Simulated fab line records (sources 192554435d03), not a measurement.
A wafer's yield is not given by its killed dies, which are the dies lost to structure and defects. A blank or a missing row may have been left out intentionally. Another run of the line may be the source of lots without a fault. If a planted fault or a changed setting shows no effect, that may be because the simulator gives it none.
Which of the tools did it?    flow n5 finfet    Sampling: 12 lots, 36 wafers, 5 of 1938 route steps

## WHAT EACH GAUGE READ, for each wafer
N5_BEOL_M1_CD_MEAS_18: pitch 36 nm, target cd 18 nm.
lot   measured      on         cd nm (nm)
L075  day 6 16:48   cd sem-03  17.5 17.7 17.8
L077  day 6 23:33   cd sem-03  17.5 17.9 17.4
L079  day 7 13:32   cd sem-02  17.5 18.3 17.4
L081  day 8 05:29   cd sem-01  18.0 17.7 17.5
L083  day 8 15:00   cd sem-02  18.1 18.4 17.8
L085  day 9 03:19   cd sem-01  18.0 18.2 17.9
L087  day 9 10:23   cd sem-02  17.3 17.8 17.9
L089  day 9 21:03   cd sem-01  17.9 17.7 17.9
L091  day 10 03:57  cd sem-03  17.3 18.2 17.7
L093  day 11 00:29  cd sem-03  17.8 17.0 17.4
L095  day 11 15:56  cd sem-03  18.4 18.2 17.7
L097  day 11 16:19  cd sem-01  17.6 17.7 18.0

## WHAT TOOL EACH LOT RAN ON (gives the tool, then ch and the chambers of the sampled wafers, and finally the start)
lot   N5_BEOL_M0_STRIP_140                N5_BEOL_M0_STRIP_104                N5_BEOL_M0_SURFACE_TREAT_137  N5_BEOL_M0_DEP_125
L075  rie diel-03 ch 2,3, day 6 08:22     rie diel-03 ch 2,3, day 6 08:23     pvd sputter-01, day 6 10:21   pecvd-02 ch 1,2, day 6 12:15
L077  rie diel-04 ch 0,2, day 6 18:44     rie diel-04 ch 0,2, day 6 18:45     pvd sputter-03, day 6 20:07   pecvd-02 ch 0,1,2, day 6 21:52
L079  rie diel-01 ch 1,2,3, day 7 06:41   rie diel-01 ch 1,2,3, day 7 06:43   pvd sputter-02, day 7 09:32   pecvd-02 ch 0,1,2, day 7 11:40
L081  rie diel-01 ch 1,2, day 7 23:23     rie diel-01 ch 1,2, day 7 23:25     pvd sputter-02, day 8 00:45   pecvd-04 ch 0,1,2, day 8 02:23
L083  rie diel-03 ch 1,2,3, day 8 07:08   rie diel-03 ch 1,2,3, day 8 07:09   pvd sputter-01, day 8 09:16   pecvd-02 ch 0,1, day 8 11:08
L085  rie diel-04 ch 0,3, day 8 19:01     rie diel-04 ch 0,3, day 8 19:02     pvd sputter-03, day 8 21:10   pecvd-02 ch 1,2, day 9 00:13
L087  rie diel-01 ch 1,2,3, day 9 02:11   rie diel-01 ch 0,2,3, day 9 02:13   pvd sputter-02, day 9 04:34   pecvd-03 ch 0,1, day 9 06:38
L089  rie diel-04 ch 0,3, day 9 15:47     rie diel-04 ch 0,3, day 9 15:49     pvd sputter-03, day 9 17:33   pecvd-04 ch 0,2, day 9 19:20
L091  rie diel-04 ch 0,2, day 9 21:58     rie diel-04 ch 0,2, day 9 21:59     pvd sputter-02, day 10 00:29  pecvd-03 ch 0,2, day 10 02:06
L093  rie diel-04 ch 1,2,3, day 10 15:05  rie diel-04 ch 1,2,3, day 10 15:06  pvd sputter-01, day 10 18:55  pecvd-04 ch 0,1,2, day 10 20:40
L095  rie diel-01 ch 0,3, day 11 07:43    rie diel-01 ch 0,3, day 11 07:44    pvd sputter-02, day 11 09:23  pecvd-02 ch 1,2, day 11 11:40
L097  rie diel-03 ch 1,2, day 11 08:59    rie diel-03 ch 1,2, day 11 09:01    pvd sputter-01, day 11 10:35  pecvd-03 ch 0,1,2, day 11 12:11
- N5_BEOL_M0_STRIP_140: strips in CF4.
- N5_BEOL_M0_STRIP_104: strips in N2/H2.
- N5_BEOL_M0_SURFACE_TREAT_137
- N5_BEOL_M0_DEP_125: deposits SiCN from 3MS/NH3, target thk 8 nm, time 14 s.

## THE ANSWER, worked out from the rows above alone
Rule: the usual values come from the lots themselves. The widest of any qualifying gaps counts: lots, ordered by their means at a reading, are off when they make up no more than a third of the lots, leave a main group of 4 or more, and stand apart from it by 3 or more times the standard deviation of that group's means. Not used: any main group whose means are identical at the precision the tables above print for the reading. Also off: a lot with no number at a reading for which 4 or more lots have one. Any other lot the step has rows for is counted as sound.
Across all readings shown, no lot is off: no conclusion can be drawn from this.

## WHAT HAD BEEN PUT IN BY THE SIMULATOR
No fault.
